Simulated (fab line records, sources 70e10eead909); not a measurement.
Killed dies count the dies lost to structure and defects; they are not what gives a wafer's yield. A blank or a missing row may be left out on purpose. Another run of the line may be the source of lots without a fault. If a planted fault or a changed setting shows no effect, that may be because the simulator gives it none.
fab line records | flow nand_harc
record: lots: 6 | wafers: 18 | last_day: 24
route steps=1159 shown A_BONDPAD@1064
lots with no fault: from the same line, run without faults
start_h: the number of hours between the record's first day and the start of the first shown wafer of the lot | wait_h: how many hours have passed since the lot's step before this one | " the same as in the row above | L1.1+2: a row that stands for several wafers | - no value, or no start given | * or withheld: withheld | < > ~ a bound
route shown NAME@n: names a module that has steps shown in the file, with the first one's number in the route | usual: the fault-free wafers' mean and standard deviation | same: alike in all rows | chamber/n: place in a boat | sites: per-site readings | _std_site: the values' standard deviation | _edge_site: mean of outer sites minus mean of inner sites | radius_mm: for every site, how far away it sits from the centre of the wafer | mask NAME#n: copy n | behind: the tool/chamber that last shaped the wafer | hold: why the lot went on hold/how many hours it stayed there/how the hold came to an end | device: the n, p or np transistor that did not switch | end of line: tests of these same wafers at the route's end | step lacking rows: just its recipe | killed: at the first sort, the dies lost to defects and structure; wafer yield is something else | map: dies across one wafer; x = killed, . = not, _ = none there
set.NAME: the setting the step ran with; set.NAME@STEP: the setting that earlier step ran with | model.NAME: the simulator's own value behind a step, which no gauge read
certain route steps with their lots: each step a table, each wafer a row
services: the hour from which a tool's chamber was out of use, counted from the record's first day as start_h (under 0 if before that day), plus the number of hours and why
== steps ==
step: NHARC_A_BONDPAD_HMDS_02
recipe: time_s: 30
step: NHARC_A_BONDPAD_COAT_33
recipe: temp_c: 200 | time_s: 65
step: NHARC_A_BONDPAD_COAT_03
recipe: spin_rpm: 2000 | resist_thk_nm: 600
step: NHARC_A_BONDPAD_SOFTBAKE_04
recipe: temp_c: 125 | time_s: 70
step: NHARC_A_BONDPAD_EBR_05
step: NHARC_A_BONDPAD_EXPOSE_06
recipe: na: 0.55 | dose_mj: 36.99 | mask_id: A_BPAD
step: NHARC_A_BONDPAD_PEB_07
recipe: peb_temp_c: 128 | peb_time_s: 80
step: NHARC_A_BONDPAD_DEVELOP_08
recipe: time_s: 50 | dev_temp_c: 22
step: NHARC_A_BONDPAD_CD_MEAS_09
recipe: target_cd_nm: 500 | landing_energy_ev: 500
usual: cd_nm: 499.9/2.3
lot.wafer | tool      | chamber | start_h | wait_h | cd_nm
L863.3    | cd_sem-01 | 0       | 410.57  | -      | 498.5
L863.5    | "         | 0       | "       | "      | 499.7
L863.6    | "         | 0       | "       | "      | 499.3
L867.1    | cd_sem-02 | 0       | 437.52  | -      | 499.2
L867.3    | "         | 0       | "       | "      | 499.3
L867.5    | "         | 0       | "       | "      | 496.1
L874.4    | cd_sem-03 | 0       | 483.09  | -      | 501.4
L874.5    | "         | 0       | "       | "      | 499.7
L874.6    | "         | 0       | "       | "      | 501.0
L873.2    | cd_sem-03 | 0       | 484.33  | -      | 502.0
L873.5    | "         | 0       | "       | "      | 496.4
L873.6    | "         | 0       | "       | "      | 498.9
L884.1    | cd_sem-01 | 0       | 532.00  | -      | 500.3
L884.2    | "         | 0       | "       | "      | 497.9
L884.3    | "         | 0       | "       | "      | 496.9
L883.3    | cd_sem-02 | 0       | 545.12  | -      | 495.9
L883.4    | "         | 0       | "       | "      | 496.9
L883.6    | "         | 0       | "       | "      | 500.1
step: NHARC_A_BONDPAD_OVL_MEAS_35
usual: overlay_x_nm: -1/5.4 | overlay_y_nm: 1/6.9
lot.wafer | tool       | chamber | start_h | wait_h | overlay_x_nm | overlay_y_nm
L863.3    | overlay-02 | -       | 410.65  | -      | 0            | 3
L863.5    | "          | -       | "       | "      | 0            | 3
L863.6    | "          | -       | "       | "      | 0            | 3
L867.1    | overlay-01 | -       | 437.60  | -      | -4           | 7
L867.3    | "          | -       | "       | "      | -4           | 7
L867.5    | "          | -       | "       | "      | -4           | 7
L874.4    | overlay-02 | -       | 483.19  | -      | -9           | -2
L874.5    | "          | -       | "       | "      | -10          | -2
L874.6    | "          | -       | "       | "      | -10          | -2
L873.2    | overlay-01 | -       | 484.41  | -      | 0            | 6
L873.5    | "          | -       | "       | "      | 0            | 6
L873.6    | "          | -       | "       | "      | 0            | 6
L884.1    | overlay-02 | -       | 532.09  | -      | 11           | 2
L884.2    | "          | -       | "       | "      | 10           | 2
L884.3    | "          | -       | "       | "      | 11           | 3
L883.3    | overlay-02 | -       | 545.20  | -      | -9           | -4
L883.4    | "          | -       | "       | "      | -9           | -4
L883.6    | "          | -       | "       | "      | -9           | -3
step: NHARC_A_BONDPAD_HARDBAKE_10
recipe: temp_c: 118 | time_s: 65
step: NHARC_A_BONDPAD_DESCUM_11
recipe: time_s: 3 | o2_flow_sccm: 200 | ar_flow_sccm: 0 | bias_power_w: 0 | chemistry: O2
usual: drypump_motor_current_A: 5.7/0.31 | oes_product_au: 0.995/0.014 | rf_vpp_V: 57.8/0.89 | showerhead_plenum_p_Torr: 1.93/0.08 | throttle_valve_pct: 11.310/0.0084
same: time_s: 3
lot.wafer | tool        | chamber | start_h | wait_h | drypump_motor_current_A | oes_product_au | rf_hours_counter_h | rf_vpp_V | showerhead_plenum_p_Torr | throttle_valve_pct
L863.3    | rie_diel-11 | 0       | 410.81  | -      | 6.9                     | 0.983          | 13                 | 59.7     | 2.05                     | 11.310
L863.5    | "           | 0       | "       | "      | 6.9                     | 0.979          | -                  | 58.2     | 2.05                     | 11.308
L863.6    | "           | 1       | "       | "      | 5.5                     | 0.993          | -                  | 55.6     | 1.78                     | 11.313
L867.3    | rie_diel-07 | 1       | 437.75  | -      | 5.5                     | 0.983          | 1                  | 56.0     | 1.91                     | 11.313
L867.1    | "           | 2       | "       | "      | 6.0                     | 1.012          | 1                  | 56.7     | 2.03                     | 11.318
L867.5    | "           | 0       | "       | "      | 5.9                     | 1.015          | -                  | 58.1     | 1.97                     | 11.315
L874.4    | rie_diel-07 | 3       | 483.33  | -      | 5.4                     | 0.976          | 2                  | 57.7     | 1.85                     | 11.311
L874.6    | "           | 1       | "       | "      | 5.5                     | 0.987          | -                  | 58.8     | 1.91                     | 11.304
L874.5    | "           | 2       | "       | "      | 6.0                     | 1.003          | -                  | 57.8     | 2.02                     | 11.313
L873.2    | rie_diel-07 | 0       | 484.55  | -      | 5.9                     | 1.007          | 2                  | 58.6     | 1.97                     | 11.301
L873.5    | "           | 2       | "       | "      | 6.0                     | 1.006          | -                  | 58.2     | 2.03                     | 11.320
L873.6    | "           | 3       | "       | "      | 5.4                     | 0.980          | -                  | 58.4     | 1.85                     | 11.309
L884.2    | rie_diel-07 | 2       | 532.22  | -      | 6.0                     | 1.003          | 5                  | 57.6     | 2.02                     | 11.304
L884.3    | "           | 3       | "       | "      | 5.4                     | 0.986          | 5                  | 57.4     | 1.85                     | 11.303
L884.1    | "           | 0       | "       | "      | 5.9                     | 1.003          | 5                  | 58.7     | 1.97                     | 11.309
L883.4    | rie_diel-07 | 2       | 545.33  | -      | 6.0                     | 0.997          | 5                  | 57.3     | 2.02                     | 11.319
L883.3    | "           | 0       | "       | "      | 5.9                     | 1.004          | 5                  | 57.9     | 1.97                     | 11.313
L883.6    | "           | 2       | "       | "      | 6.0                     | 0.992          | -                  | 58.0     | 2.02                     | 11.313
step: NHARC_A_BONDPAD_ETCH_34
recipe: target_depth_a: 600 | overetch_a: 180 | time_s: 65.91 | ion_energy_ev: 200 | n2_flow_sccm: 150 | h2_flow_sccm: 150 | ar_flow_sccm: 0 | rf_w: 400 | bias_w: 150 | chemistry: N2/H2
usual: drypump_motor_current_A: 5.68/0.3 | n2_flow_sccm: 149.9/0.43 | oes_product_au: 0.996/0.015 | rf_vpp_V: 430.8/2.4 | run_length_s: 87.6/0.38 | showerhead_plenum_p_Torr: 2.05/0.085 | throttle_valve_pct: 14.171/0.0098
lot.wafer | tool        | chamber | start_h | wait_h | drypump_motor_current_A | n2_flow_sccm | oes_product_au | rf_hours_counter_h | rf_vpp_V | run_length_s | showerhead_plenum_p_Torr | throttle_valve_pct
L863.3    | rie_diel-11 | 0       | 410.94  | 0.1    | 6.82                    | 150.3        | 0.986          | 13                 | 434.5    | 87.2         | 2.19                     | 14.182
L863.6    | "           | 0       | "       | "      | 6.85                    | 150.5        | 0.991          | -                  | 433.1    | 87.1         | 2.19                     | 14.179
L863.5    | "           | 1       | "       | "      | 5.50                    | 150.3        | 1.004          | -                  | 427.0    | 86.5         | 1.89                     | 14.190
L867.3    | rie_diel-07 | 1       | 437.81  | 0.1    | 5.51                    | 149.3        | 0.979          | 1                  | 431.6    | 87.8         | 2.04                     | 14.180
L867.1    | "           | 0       | "       | "      | 5.88                    | 150.4        | 1.014          | 1                  | 432.6    | 87.6         | 2.10                     | 14.178
L867.5    | "           | 1       | "       | "      | 5.53                    | 150.0        | 0.979          | -                  | 432.6    | 88.0         | 2.04                     | 14.182
L874.4    | rie_diel-07 | 1       | 483.42  | 0.1    | 5.52                    | 149.2        | 0.990          | 2                  | 431.2    | 87.3         | 2.04                     | 14.175
L874.6    | "           | 2       | "       | "      | 6.02                    | 149.9        | 0.989          | -                  | 434.2    | 87.7         | 2.16                     | 14.177
L874.5    | "           | 3       | "       | "      | 5.43                    | 150.2        | 0.971          | -                  | 427.7    | 87.6         | 1.97                     | 14.176
L873.2    | rie_diel-07 | 3       | 484.62  | 0.1    | 5.41                    | 150.0        | 0.972          | 3                  | 427.9    | 87.6         | 1.97                     | 14.169
L873.6    | "           | 3       | "       | "      | 5.41                    | 150.5        | 0.976          | -                  | 430.0    | 88.2         | 1.97                     | 14.178
L873.5    | "           | 0       | "       | "      | 5.88                    | 150.4        | 1.004          | -                  | 432.6    | 87.9         | 2.10                     | 14.161
L884.3    | rie_diel-07 | 2       | 532.30  | 0.1    | 5.99                    | 149.5        | 0.991          | 5                  | 432.2    | 72.4         | 2.16                     | 14.178
L884.1    | "           | 3       | "       | "      | 5.40                    | 149.7        | 0.974          | 5                  | 430.3    | 72.7         | 1.97                     | 14.171
L884.2    | "           | 0       | "       | "      | 5.89                    | 149.9        | 1.012          | 5                  | 432.4    | 72.5         | 2.10                     | 14.161
L883.4    | rie_diel-07 | 0       | 545.42  | 0.1    | 5.88                    | 149.7        | 1.006          | 5                  | 433.5    | 72.5         | 2.10                     | 14.177
L883.3    | "           | 2       | "       | "      | 5.99                    | 149.9        | 0.987          | 5                  | 433.4    | 72.6         | 2.16                     | 14.180
L883.6    | "           | 3       | "       | "      | 5.46                    | 149.6        | 0.979          | -                  | 428.0    | 72.5         | 1.97                     | 14.168
step: NHARC_A_BONDPAD_ETCH_12
recipe: target_depth_a: 2200 | time_s: 110 | chf3_flow_sccm: 50 | o2_flow_sccm: 10 | ar_flow_sccm: 200 | rf_w: 500 | bias_w: 200 | chemistry: CHF3/O2
usual: drypump_motor_current_A: 5.68/0.29 | oes_product_au: 0.944/0.025 | rf_vpp_V: 370.9/2.2 | run_length_s: 131.7/0.39 | showerhead_plenum_p_Torr: 2.41/0.094 | throttle_valve_pct: 20.572/0.0091
same: time_s: 110
lot.wafer | tool        | chamber | start_h | wait_h | drypump_motor_current_A | oes_product_au | rf_hours_counter_h | rf_vpp_V | run_length_s | showerhead_plenum_p_Torr | throttle_valve_pct
L863.3    | rie_diel-11 | 1       | -       | -      | 5.43                    | 0.920          | 15                 | 366.8    | 130.7        | 2.24                     | 20.573
L863.5    | "           | 2       | "       | "      | 6.09                    | 0.923          | -                  | 366.5    | 131.4        | 2.24                     | 20.589
L863.6    | "           | 3       | "       | "      | 5.32                    | 0.902          | -                  | 366.9    | 131.1        | 2.26                     | 20.569
L867.1    | rie_diel-07 | 0       | -       | -      | 5.92                    | 0.971          | 1                  | 371.6    | 132.2        | 2.47                     | 20.570
L867.3    | "           | 1       | "       | "      | 5.50                    | 0.961          | 1                  | 370.5    | 131.7        | 2.40                     | 20.572
L867.5    | "           | 3       | "       | "      | 5.44                    | 0.944          | -                  | 368.3    | 132.1        | 2.33                     | 20.573
L874.4    | rie_diel-07 | 3       | -       | -      | 5.43                    | 0.957          | 2                  | 369.6    | 131.6        | 2.33                     | 20.567
L874.5    | "           | 2       | "       | "      | 6.01                    | 0.968          | -                  | 373.0    | 132.1        | 2.54                     | 20.571
L874.6    | "           | 3       | "       | "      | 5.42                    | 0.954          | -                  | 368.3    | 131.6        | 2.33                     | 20.569
L873.2    | rie_diel-07 | 1       | -       | -      | 5.51                    | 0.969          | 3                  | 370.5    | 131.7        | 2.40                     | 20.569
L873.6    | "           | 3       | "       | "      | 5.42                    | 0.951          | -                  | 369.6    | 131.7        | 2.33                     | 20.569
L873.5    | "           | 0       | "       | "      | 5.85                    | 0.986          | -                  | 371.4    | 131.6        | 2.47                     | 20.563
L884.1    | rie_diel-07 | 2       | -       | -      | 5.98                    | 0.961          | 5                  | 374.4    | 131.6        | 2.53                     | 20.568
L884.2    | "           | 3       | "       | "      | 5.43                    | 0.968          | 5                  | 369.3    | 131.6        | 2.33                     | 20.581
L884.3    | "           | 0       | "       | "      | 5.86                    | 0.983          | 5                  | 371.6    | 131.8        | 2.47                     | 20.557
L883.4    | rie_diel-07 | 1       | -       | -      | 5.54                    | 0.914          | 5                  | 369.6    | 131.9        | 2.40                     | 20.550
L883.3    | "           | 2       | "       | "      | 5.98                    | 0.915          | 5                  | 374.7    | 132.0        | 2.53                     | 20.575
L883.6    | "           | 1       | "       | "      | 5.53                    | 0.904          | -                  | 369.9    | 131.6        | 2.40                     | 20.565
== services ==
tool        | chamber | start_h | hours | kind
rie_diel-07 | 3       | 403.06  | 4.8   | repair
rie_diel-07 | -       | 405.20  | 9.0   | pm
rie_diel-07 | 0       | 405.20  | 9.0   | vent_cycle
rie_diel-07 | 1       | 405.20  | 9.0   | vent_cycle
rie_diel-07 | 2       | 405.20  | 9.0   | vent_cycle
rie_diel-07 | 0       | 414.20  | -     | clean
rie_diel-07 | 1       | 414.20  | -     | clean
rie_diel-07 | 2       | 414.20  | -     | clean
rie_diel-07 | 3       | 414.20  | -     | clean
rie_diel-11 | 0       | 416.98  | 5.5   | repair
rie_diel-07 | 0       | 438.71  | -     | clean
rie_diel-07 | 1       | 438.71  | -     | clean
rie_diel-07 | 2       | 438.71  | -     | clean
rie_diel-07 | 3       | 438.71  | -     | clean
rie_diel-11 | 0       | 439.12  | 16.0  | repair
rie_diel-07 | 0       | 463.21  | -     | clean
rie_diel-07 | 1       | 463.21  | -     | clean
rie_diel-07 | 2       | 463.21  | -     | clean
rie_diel-07 | 3       | 463.21  | -     | clean
rie_diel-07 | 0       | 487.71  | -     | clean
rie_diel-07 | 1       | 487.71  | -     | clean
rie_diel-07 | 2       | 487.71  | -     | clean
rie_diel-07 | 3       | 487.71  | -     | clean
rie_diel-11 | -       | 545.23  | 9.0   | pm
== key ==
first_sign: step: NHARC_A_BONDPAD_ETCH_34 | reading: run_length_s | direction: down | sigmas: 40 | usual: * | struck: *
effect none on later readings
met_at NHARC_A_BONDPAD_ETCH_34
struck_wafers L883.3,L883.4,L883.6,L884.1,L884.2,L884.3
later_rows_left_out L883.3,L883.6,L884.3
sort_left_out L883.3,L883.4,L883.6,L884.1,L884.2,L884.3
onset_between 484.62 532.30
fault: kind: process_parameter_drift | tool: rie_diel-07 | chamber: - | onset_h: 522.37 | steps: NHARC_A_BONDPAD_ETCH_34 | channel: time_s | offset: * | shape: step | end_h: 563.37 | acts_in: * | stated: *
sort_left_out: the simulated sort isn't trusted on such a fault, so these wafers' sort isn't shown, and their yield isn't known
later_rows_left_out: the simulator's readings of these wafers behind a module that went badly wrong aren't trusted and aren't shown, but for the sort
